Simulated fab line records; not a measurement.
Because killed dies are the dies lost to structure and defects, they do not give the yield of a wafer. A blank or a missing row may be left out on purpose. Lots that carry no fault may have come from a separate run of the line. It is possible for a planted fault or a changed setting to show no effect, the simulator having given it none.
Chamber matching | flow nand harc | 4 sister chambers for NHARC_A_STAIRCASE_TRIM_229 on rie diel-02
The step chemistry O2, time 211.2 s. 16 wafers are shown with their chamber, then 8 later ones without.

## WAFERS PAIRED WITH THEIR CHAMBERS
wafer  | chamber | drypump motor current A (A) | oes product au (a.u.) | showerhead plenum p Torr (Torr)
L077.1 | 2       | 5.4                         | 1.014                 | 3.53
L077.3 | 1       | 6.4                         | 0.992                 | 3.29
L077.6 | 2       | 5.4                         | 1.021                 | 3.53
L082.2 | 0       | 5.3                         | 0.999                 | 3.63
L082.3 | 3       | 4.8                         | 0.999                 | 3.55
L082.4 | 2       | 5.4                         | 1.009                 | 3.52
L085.1 | 0       | 5.3                         | 0.999                 | 3.62
L085.3 | 3       | 4.7                         | 0.998                 | 3.55
L085.4 | 1       | 6.4                         | 1.004                 | 3.80
L084.1 | 0       | 5.2                         | 0.996                 | 3.62
L084.2 | 2       | 5.4                         | 1.010                 | 3.52
L084.5 | 2       | 5.4                         | 1.001                 | 3.52
L086.2 | 3       | 4.7                         | 1.002                 | 3.55
L086.3 | 0       | 5.3                         | 1.006                 | 3.62
L086.5 | 0       | 5.2                         | 1.003                 | 3.62
L090.2 | 1       | 6.4                         | 0.990                 | 3.78

SIGNATURES (means of the wafers above)
reading                  | chamber 0 | chamber 1 | chamber 2 | chamber 3 | scatter within a chamber
drypump motor current A  | 5.260     | 6.400     | 5.400     | 4.733     | 0.0394
oes product au           | 1.00060   | 0.99533   | 1.01100   | 0.99967   | 0.00576
showerhead plenum p Torr | 3.6220    | 3.6233    | 3.5240    | 3.5500    | 0.118
Rule: a wafer's distance from a chamber is the root of the sum, over the readings, of the square of ((its reading less the chamber's mean) divided by the reading's scatter). If the next closest chamber is less than 2 further off than the closest, the wafer can't be placed; otherwise it belongs to the closest. The scatter is the square root of a quotient: the sum, over the shown wafers, of each reading's squared deviation from its chamber's mean, divided by wafers minus chambers.

## WAFERS WHOSE CHAMBER IS MISSING
wafer  | drypump motor current A (A) | oes product au (a.u.) | showerhead plenum p Torr (Torr)
L090.5 | 5.3                         | 0.992                 | 3.61
L090.6 | 4.8                         | 0.997                 | 3.54
L092.2 | 6.4                         | 1.003                 | 3.78
L092.3 | 5.4                         | 1.018                 | 3.50
L092.4 | 4.8                         | 1.013                 | 3.53
L095.1 | 5.4                         | 0.991                 | 3.50
L095.2 | 4.7                         | 0.994                 | 3.53
L095.4 | 5.2                         | 1.001                 | 3.60

## WHICH CHAMBER EACH ONE RAN IN
wafer  | from the rows above     | in truth
L090.5 | 0                       | 0
L090.6 | 3                       | 3
L092.2 | 1                       | 1
L092.3 | 2                       | 2
L092.4 | 3                       | 3
L095.1 | can't be placed: 2 or 0 | 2
L095.2 | 3                       | 3
L095.4 | 0                       | 0
Correctly placed: 7 of 8. These rows do not allow placing 1 (true chamber among the candidates in 1). 0 placed wrongly.
